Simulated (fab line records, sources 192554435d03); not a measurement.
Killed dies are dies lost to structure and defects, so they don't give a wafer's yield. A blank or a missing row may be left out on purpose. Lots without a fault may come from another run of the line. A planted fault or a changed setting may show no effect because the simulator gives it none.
Split-lot experiment | flow n5_finfet | 7 lots, 21 wafers read, on a route of 1938 steps

THE SPLIT
At N5_BEOL_M14_TRENCH_ETCH_34 (etches SiO2 in C4F8/O2/Ar, target depth 556.65 nm, time 126.9 s), the setting bias_w was moved away from the recipe's 2040 W on 7 of the 21 wafers read, by -17.1% to +15.9%. The other wafers ran this setting at the recipe's value.

The reading is taken at the split's own step.

THE READING
rf_vpp_V, in V, at N5_BEOL_M14_TRENCH_ETCH_34 (etches SiO2 in C4F8/O2/Ar, target depth 556.65 nm, time 126.9 s). Fault-free wafers of this fab line usually give 2203 V, standard deviation 43 V.

wafer  | tool, chamber at the split | bias_w as run, W | against the recipe | rf_vpp_V, V | against lot-mates on the recipe
L078.1 | rie_diel-06, 3             | 2040             | recipe             | 2245        | -
L078.2 | rie_diel-06, 2             | 2040             | recipe             | 2161        | -
L078.5 | rie_diel-06, 0             | 2040             | recipe             | 2163        | -
L083.1 | rie_diel-05, 1             | 2040             | recipe             | 2263        | -
L083.4 | rie_diel-05, 3             | 2040             | recipe             | 2194        | -
L083.6 | rie_diel-05, 2             | 2040             | recipe             | 2260        | -
L084.1 | rie_diel-06, 3             | 2040             | recipe             | 2243        | -
L084.3 | rie_diel-06, 1             | 2219             | +8.8%              | 2333        | +90
L084.6 | rie_diel-06, 0             | 2219             | +8.8%              | 2292        | +49
L085.4 | rie_diel-05, 2             | 2040             | recipe             | 2257        | -
L085.5 | rie_diel-05, 1             | 2040             | recipe             | 2263        | -
L085.6 | rie_diel-05, 0             | 2365             | +15.9%             | 2489        | +229
L093.1 | rie_diel-02, 3             | 2159             | +5.8%              | 2216        | +15
L093.4 | rie_diel-02, 0             | 2040             | recipe             | 2201        | -
L093.5 | rie_diel-02, 1             | 2159             | +5.8%              | 2283        | +82
L094.1 | rie_diel-02, 2             | 2040             | recipe             | 2175        | -
L094.2 | rie_diel-02, 1             | 2040             | recipe             | 2196        | -
L094.3 | rie_diel-02, 3             | 2040             | recipe             | 2128        | -
L097.2 | rie_diel-05, 0             | 1692             | -17.1%             | 1973        | -292
L097.3 | rie_diel-05, 1             | 2040             | recipe             | 2265        | -
L097.4 | rie_diel-05, 2             | 1692             | -17.1%             | 1977        | -288

THE FIT
A straight line over all 21 wafers: rf_vpp_V changes by +13.9 V for each +1% of bias_w; r = +0.92; the points scatter about the line by 46 V.
The same after taking each lot's own level away (the mean of its wafers on the recipe; 21 wafers): +14.6 V for each +1%; r = +0.95; scatter 34 V.
On that fit, the largest move of bias_w shifts the reading by 2.5e+02 V.
The lots' own levels span 2166.3 to 2265.0 V, that is 2.3 times the standard deviation above.
So the lot-to-lot level changes the slope little: the two slopes agree.
Check: with one of the wafers moved furthest among these (-17.1%) left out of the fit, the line predicts -247 V for it against its lot-mates. It came out at -292 V against them.
Tool readings at the split's step, against how far the setting was moved: rf_vpp_V r = +0.92.

OTHER SPLITS ON THESE WAFERS
These wafers also went through other splits before the reading. Each is held against what the fit with the lots' levels taken away leaves over:
other split on the same wafers | wafers away from the commonest value | r with rf_vpp_V (lot level and that fit taken away)
N5_BEOL_M11_EXPOSE_08 dose_mj  | 5                                    | -0.35
N5_BEOL_M12_COAT_58 spin_rpm   | 8                                    | -0.02
N5_BEOL_M12_EXPOSE_07 dose_mj  | 6                                    | -0.02
N5_BEOL_M14_ETCH_68 time_s     | 5                                    | -0.04

THE FILE'S OWN FIT
rf_vpp_V changes by +14.5 V for each +1% of bias_w, r = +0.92.
